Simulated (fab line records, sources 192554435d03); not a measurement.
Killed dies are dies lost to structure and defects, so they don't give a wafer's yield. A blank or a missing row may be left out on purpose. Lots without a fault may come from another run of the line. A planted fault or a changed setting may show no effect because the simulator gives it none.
Chamber matching | flow n5_finfet | N5_BEOL_M8_STRIP_19 on rie_diel-05: 4 sister chambers
The step strips in O2. 8 wafers are shown with their chamber, then 7 later ones without.

WAFERS WITH THEIR CHAMBER
wafer  | chamber | drypump_motor_current_A (A) | showerhead_plenum_p_Torr (Torr)
L083.1 | 0       | 5.1                         | 2.22
L087.1 | 0       | 5.1                         | 2.22
L087.3 | 2       | 5.8                         | 2.13
L089.1 | 3       | 5.9                         | 2.06
L089.4 | 2       | 5.8                         | 2.13
L089.6 | 1       | 5.6                         | 2.17
L090.2 | 1       | 5.7                         | 2.17
L090.3 | 3       | 5.9                         | 2.05

WAFERS WITHOUT THEIR CHAMBER
wafer  | drypump_motor_current_A (A) | showerhead_plenum_p_Torr (Torr)
L090.6 | 5.1                         | 2.22
L091.1 | 5.6                         | 2.17
L091.2 | 5.8                         | 2.13
L091.3 | 5.1                         | 2.22
L095.2 | 5.8                         | 2.12
L095.4 | 5.9                         | 2.05
L095.5 | 5.7                         | 2.16

WHICH CHAMBER EACH WENT THROUGH
wafer  | from the rows above | in truth
L090.6 | 0                   | 0
L091.1 | 1                   | 1
L091.2 | 2                   | 2
L091.3 | 0                   | 0
L095.2 | 2                   | 2
L095.4 | 3                   | 3
L095.5 | 1                   | 1
Placed correctly: 7 of 7. Can't be placed from these rows: 0. Placed wrongly: 0.
How it was worked out, from the rows above alone: a wafer's distance from a chamber is the root of the sum, over the readings, of the square of ((its reading less the chamber's mean) divided by the reading's scatter). The wafer belongs to the nearest chamber; if the next one is less than 2 further off, it can't be placed. A chamber's mean is the mean of its shown wafers. The scatter: the root of (the sum of the squares of (reading less its chamber's mean) over the shown wafers, divided by (wafers less chambers)).
